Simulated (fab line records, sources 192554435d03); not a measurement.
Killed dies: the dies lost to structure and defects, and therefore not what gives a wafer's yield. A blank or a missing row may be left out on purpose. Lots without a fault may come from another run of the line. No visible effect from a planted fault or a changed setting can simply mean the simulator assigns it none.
Which tool is to blame? | flow n5Finfet | 9 lots, 27 wafers sampled, at 4 steps of a route of 1938

== WHAT EACH GAUGE READ, for each wafer ==
N5_BEOL_M4_CD_MEAS_11: target cd 16.79 nm.
lot  | measured     | on       | cdNm (nm)
L685 | day 7 10:20  | cdSem-01 | 16.85 17.32 16.98
L688 | day 8 02:02  | cdSem-01 | 16.51 16.82 16.49
L689 | day 8 11:37  | cdSem-03 | 16.72 16.96 16.84
L692 | day 9 00:53  | cdSem-02 | 16.89 17.00 17.15
L694 | day 9 19:06  | cdSem-03 | 5.04 4.43 5.40
L695 | day 9 20:04  | cdSem-01 | 7.89 8.00 7.32
L699 | day 10 20:59 | cdSem-01 | 17.02 16.48 16.56
L698 | day 10 22:24 | cdSem-02 | 16.64 16.49 16.88
L701 | day 12 06:03 | cdSem-02 | 16.71 16.95 16.70

== WHICH TOOL RAN EACH LOT (tool, then ch and the chambers of the sampled wafers, then the start) ==
lot  | N5_BEOL_M3_DEP_57               | N5_BEOL_M4_HM_DEP_02        | N5_BEOL_M4_EXPOSE_08
L685 | pecvd-02 ch 0,2, day 7 09:02    | pvdSputter-01, day 7 09:56  | euvScanner-02 ch 0, day 7 10:12
L688 | pecvd-02 ch 0,1, day 8 00:35    | pvdSputter-01, day 8 01:37  | euvScanner-02 ch 0, day 8 01:55
L689 | pecvd-04 ch 0,2, day 8 09:24    | pvdSputter-01, day 8 11:05  | euvScanner-01 ch 0, day 8 11:29
L692 | pecvd-02 ch 0,1,2, day 8 23:39  | pvdSputter-03, day 9 00:21  | euvScanner-02 ch 0, day 9 00:46
L694 | pecvd-02 ch 0,1,2, day 9 16:13  | pvdSputter-02, day 9 18:35  | euvScanner-02 ch 0, day 9 18:58
L695 | pecvd-04 ch 0,1, day 9 18:58    | pvdSputter-01, day 9 19:40  | euvScanner-02 ch 0, day 9 19:56
L699 | pecvd-01 ch 0,1,2, day 10 20:02 | pvdSputter-02, day 10 20:28 | euvScanner-01 ch 0, day 10 20:51
L698 | pecvd-01 ch 0,1,2, day 10 20:20 | pvdSputter-03, day 10 22:00 | euvScanner-01 ch 0, day 10 22:16
L701 | pecvd-02 ch 0,1,2, day 12 03:45 | pvdSputter-01, day 12 05:32 | euvScanner-01 ch 0, day 12 05:56
- N5_BEOL_M3_DEP_57: deposits SiCN from 3MS/NH3, target thk 8 nm, time 14 s.
- N5_BEOL_M4_HM_DEP_02: deposits TiN, target thk 20 nm.
- N5_BEOL_M4_EXPOSE_08: exposes mask M4.

== THE ANSWER, worked out from the rows above alone ==
Rule: the usual values come from the lots themselves. Put in order of their means at a reading, lots are off if they are a third of the lots or fewer, leave a main group of 4 or more, and stand apart from it by a gap of 3 or more times the standard deviation of the main group's means; of several such gaps the widest counts. The tables above print the reading to a certain number of digits; a main group whose means all agree to those digits is not used. Also off: a lot with no number at a reading for which 4 or more lots have one. Where the step has rows for the other lots, those lots are counted as sound.
Off, at N5_BEOL_M4_CD_MEAS_11 on cdNm: L694, L695. Mean 16.81 nm and standard deviation 0.16 in the main group.
A tool fits if, at a process step before that reading, it ran every lot that is off, and no sound lot after the first of them. Gauges at N5_BEOL_M4_CD_MEAS_11: tried the same way as those tools. One fits: euvScanner-02 at N5_BEOL_M4_EXPOSE_08. A fault onset in the window from L692 (day 9 00:46, its last sound lot) to L694 (day 9 18:58, its first lot off) fits.

== WHAT THE SIMULATOR HAD PUT IN ==
Process parameter drift: euvScanner-02, from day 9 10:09 on, at N5_BEOL_M4_EXPOSE_08. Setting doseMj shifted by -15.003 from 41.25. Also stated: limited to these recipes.
Shown lots that were struck: L694, L695. This agrees with what the rule above found.
